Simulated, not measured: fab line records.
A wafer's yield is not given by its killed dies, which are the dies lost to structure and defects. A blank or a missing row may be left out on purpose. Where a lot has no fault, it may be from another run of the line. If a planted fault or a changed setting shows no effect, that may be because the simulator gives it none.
Struck lot and sound lot, side by side | flow n5Finfet | 15 out of 1938 route steps
Sound: the wafers L865.3, L865.4, L865.6. Struck: wafers L876.3, L876.4, L876.5. The cause is given at the end.
Order at every step that has rows: each side's tool, ch and its chambers, its first start. Under that, the readings that differ: sound wafers | struck wafers | difference of the means | sigmas: that difference in standard deviations of wafers without a fault.
alike: readings whose means differ by less than 2 such deviations, and words and numbers that are the same on both sides. not compared: withheld readings, readings that some wafer has no value for, bounds like >300 that may hide the same value, and numbers for which the record gives no deviation and whose values overlap.
The two part at a step that has a row with sigmas, a row that says differs or no value, or rows on one side only. When numbers do not overlap yet have no deviation, they are printed without sigmas and do not part them. A reading missing from all wafers of one side parts the sides only when that side holds two or more wafers.

N5_HKMG_FIN_OVL_MEAS_13:
  sound on overlay-01 ch 0, day 4 07:57; struck on overlay-02 ch 0, day 7 07:21
  alike: NWFM_OVL
N5_HKMG_FIN_INSPECT_14: inspects for defects (macro).
  sound on defectInspect-01, day 4 07:59; struck on defectInspect-02, day 7 07:23
  alike: rawDefectCount
N5_HKMG_FIN_DESCUM_17: chemistry O2, time 7.9 s.
  sound on rieDiel-05 ch 0,1, day 4 08:01; struck on rieDiel-01 ch 1,2,3, day 7 07:49
  alike: drypumpMotorCurrentA, oesProductAu, rfVppV, showerheadPlenumPTorr, throttleValvePct
  not compared: rfHoursCounterH
then, 1 step without rows for these wafers: N5_HKMG_FIN_ETCH_31 (etches SiARC in CF4, target depth 45.5 nm, time 75.8 s).
N5_HKMG_FIN_ETCH_32: etches SOC in N2/H2, target depth 240 nm, time 300 s.
  sound on rieDiel-05 ch 0,1, day 4 08:06; struck on rieDiel-01 ch 1,2,3, day 7 07:54
  alike: drypumpMotorCurrentA, h2FlowSccm, oesProductAu, rfVppV, showerheadPlenumPTorr, throttleValvePct
  not compared: rfHoursCounterH
then, 5 steps without rows for these wafers: N5_HKMG_FIN_STRIP_33 (strips in N2/H2); N5_HKMG_FIN_STRIP_34 (strips in CF4); N5_HKMG_FIN_ETCH_35 (etches SOC in N2/H2, target depth 215.8 nm, time 243.4 s); N5_HKMG_FIN_STRIP_92 (strips SOC in N2/H2, time 20 s); N5_HKMG_FIN_WET_ETCH_18 (etches TiN in SC1, time 55 s, target depth 5.2 nm, rinse time 30 s).
N5_HKMG_FIN_STRIP_19: strips in N2/H2, time 360 s.
  sound on plasmaAsher-02 ch 0,1, day 4 08:44; struck on plasmaAsher-01 ch 0,1, day 7 08:32
  alike: drypumpMotorCurrentA, h2FlowSccm, heaterPowerW
  not compared: rfHoursCounterH
N5_HKMG_FIN_ALD_91: deposits TiN, target thk 1 nm, pulse time 1 s, purge time 3 s.
  sound on aldMetal-03 ch 1,2,3, day 4 08:59; struck on aldMetal-01 ch 1,3, day 7 08:49
  alike: heaterPowerOuterW, heaterPowerW, precursorPulseHeightRel
N5_HKMG_FIN_COAT_85: time 60 s, resist thk 300 nm.
  sound on lithoTrack-03 ch 0, day 4 09:17; struck on lithoTrack-03 ch 0, day 7 09:05
reading                                  | sound                | struck               | difference | sigmas
spinSpeedRpm (rpm)                       | 1500.6 1499.8 1498.8 | 1461.5 1462.9 1460.8 | -38.0      | -39
model.SOC_of_HKMG_FIN_COAT_85.thkNm (nm) | 300.2 300.2 300.4    | 304 304.2 305        | +4         | 
  alike: heaterPowerTotalW, resistLineTempC
N5_HKMG_FIN_ETCH_86: etches SOC in N2/H2, stops on TiN, target depth 393.2 nm.
  sound on rieDiel-05 ch 0,1,2, day 4 09:20; struck on rieDiel-05 ch 0,1,3, day 7 09:09
  alike: drypumpMotorCurrentA, h2FlowSccm, oesProductAu, rfVppV, showerheadPlenumPTorr, throttleValvePct
  not compared: rfHoursCounterH
-- a jump in the record: the struck wafers' starts before and after are 4 days apart (it breaks off in module HKMG_FIN and resumes in module BEOL_M4, where the first step shown is number 1111 of the route) --
N5_BEOL_M4_RC_MEAS_101:
  sound on prober-02 ch 0, day 8 06:19; struck on prober-01 ch 0, day 11 06:20
  alike: DIBL_N, DIBL_P, IOFF_N, IOFF_P, ION_N, ION_P, SS_N, SS_P, VT_N, VT_P

## WHERE THEY PART
N5_HKMG_FIN_COAT_85 only, going by this record. Later steps at which nothing parts them and some readings are alike: N5_HKMG_FIN_ETCH_86, N5_BEOL_M4_RC_MEAS_101.

WHY: the cause the simulator had injected
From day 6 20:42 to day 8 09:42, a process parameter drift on lithoTrack-03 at N5_HKMG_FIN_COAT_85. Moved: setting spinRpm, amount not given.
